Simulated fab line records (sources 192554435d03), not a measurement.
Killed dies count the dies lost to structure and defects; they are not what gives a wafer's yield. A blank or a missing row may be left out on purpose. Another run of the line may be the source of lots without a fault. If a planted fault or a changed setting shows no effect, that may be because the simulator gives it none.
What tool caused it? :: flow n5Finfet :: 36 wafers from 12 lots sampled at 3 of the route's 1938 steps

WHAT EACH GAUGE READ, for each wafer
N5_BEOL_M3_OVL_MEAS_12.
lot: L075
measured: day 7 08:31
on: overlay-01
M3_OVL (nm): -0.1 -1.0 -0.8

lot: L077
measured: day 7 13:54
on: overlay-01
M3_OVL (nm): -0.2 0.1 0.2

lot: L079
measured: day 8 08:09
on: overlay-01
M3_OVL (nm): -0.9 -1.0 -1.2

lot: L081
measured: day 8 13:31
on: overlay-01
M3_OVL (nm): -0.6 0.4 -0.1

lot: L083
measured: day 9 07:43
on: overlay-02
M3_OVL (nm): -0.4 0.7 0.3

lot: L085
measured: day 9 19:22
on: overlay-01
M3_OVL (nm): 0.2 0.1 -1.3

lot: L087
measured: day 10 09:32
on: overlay-01
M3_OVL (nm): 0.5 0.0 0.4

lot: L089
measured: day 10 23:02
on: overlay-01
M3_OVL (nm): 0.5 1.2 0.2

lot: L091
measured: day 11 11:50
on: overlay-02
M3_OVL (nm): -0.9 -0.7 -0.7

lot: L093
measured: day 11 16:02
on: overlay-02
M3_OVL (nm): -1.0 -1.0 -0.3

lot: L095
measured: day 12 06:19
on: overlay-02
M3_OVL (nm): 0.0 -0.4 -0.6

lot: L097
measured: day 12 20:52
on: overlay-01
M3_OVL (nm): -0.3 0.3 -0.6

EACH LOT AND THE TOOL THAT RAN IT (in order: tool; ch and the chambers of the sampled wafers; start)
lot: L075
N5_BEOL_M2_SPUTTER_88: pvdSputter-02, day 7 05:55
N5_BEOL_M2_ANNEAL_89: pvdSputter-02, day 7 05:59

lot: L077
N5_BEOL_M2_SPUTTER_88: pvdSputter-01, day 7 10:37
N5_BEOL_M2_ANNEAL_89: pvdSputter-01, day 7 10:42

lot: L079
N5_BEOL_M2_SPUTTER_88: pvdSputter-03, day 8 04:56
N5_BEOL_M2_ANNEAL_89: pvdSputter-03, day 8 05:01

lot: L081
N5_BEOL_M2_SPUTTER_88: pvdSputter-01, day 8 10:44
N5_BEOL_M2_ANNEAL_89: pvdSputter-01, day 8 10:49

lot: L083
N5_BEOL_M2_SPUTTER_88: pvdSputter-01, day 9 04:50
N5_BEOL_M2_ANNEAL_89: pvdSputter-01, day 9 04:55

lot: L085
N5_BEOL_M2_SPUTTER_88: pvdSputter-02, day 9 14:40
N5_BEOL_M2_ANNEAL_89: pvdSputter-02, day 9 14:45

lot: L087
N5_BEOL_M2_SPUTTER_88: pvdSputter-01, day 10 04:32
N5_BEOL_M2_ANNEAL_89: pvdSputter-01, day 10 04:37

lot: L089
N5_BEOL_M2_SPUTTER_88: pvdSputter-01, day 10 19:24
N5_BEOL_M2_ANNEAL_89: pvdSputter-01, day 10 19:29

lot: L091
N5_BEOL_M2_SPUTTER_88: pvdSputter-01, day 11 08:43
N5_BEOL_M2_ANNEAL_89: pvdSputter-01, day 11 08:47

lot: L093
N5_BEOL_M2_SPUTTER_88: pvdSputter-02, day 11 12:55
N5_BEOL_M2_ANNEAL_89: pvdSputter-02, day 11 13:00

lot: L095
N5_BEOL_M2_SPUTTER_88: pvdSputter-02, day 12 03:14
N5_BEOL_M2_ANNEAL_89: pvdSputter-02, day 12 03:19

lot: L097
N5_BEOL_M2_SPUTTER_88: pvdSputter-01, day 12 18:11
N5_BEOL_M2_ANNEAL_89: pvdSputter-01, day 12 18:16
- N5_BEOL_M2_SPUTTER_88: material Cu, target thk 4.5 nm, time 8.29 s.
- N5_BEOL_M2_ANNEAL_89: time 240 s.

THE ANSWER, worked out from the rows above alone
Rule: the lots themselves supply what counts as usual. The widest of any qualifying gaps counts: lots, ordered by their means at a reading, are off when they make up no more than a third of the lots, leave a main group of 4 or more, and stand apart from it by 3 or more times the standard deviation of that group's means. Not used: any main group whose means are identical at the precision the tables above print for the reading. A lot without any number at a reading at which 4 lots or more have one is off too. Where the step has rows for the other lots, those lots are counted as sound.
None of the lots is off at any reading shown; this tells nothing.

WHAT THE SIMULATOR HAD INSERTED
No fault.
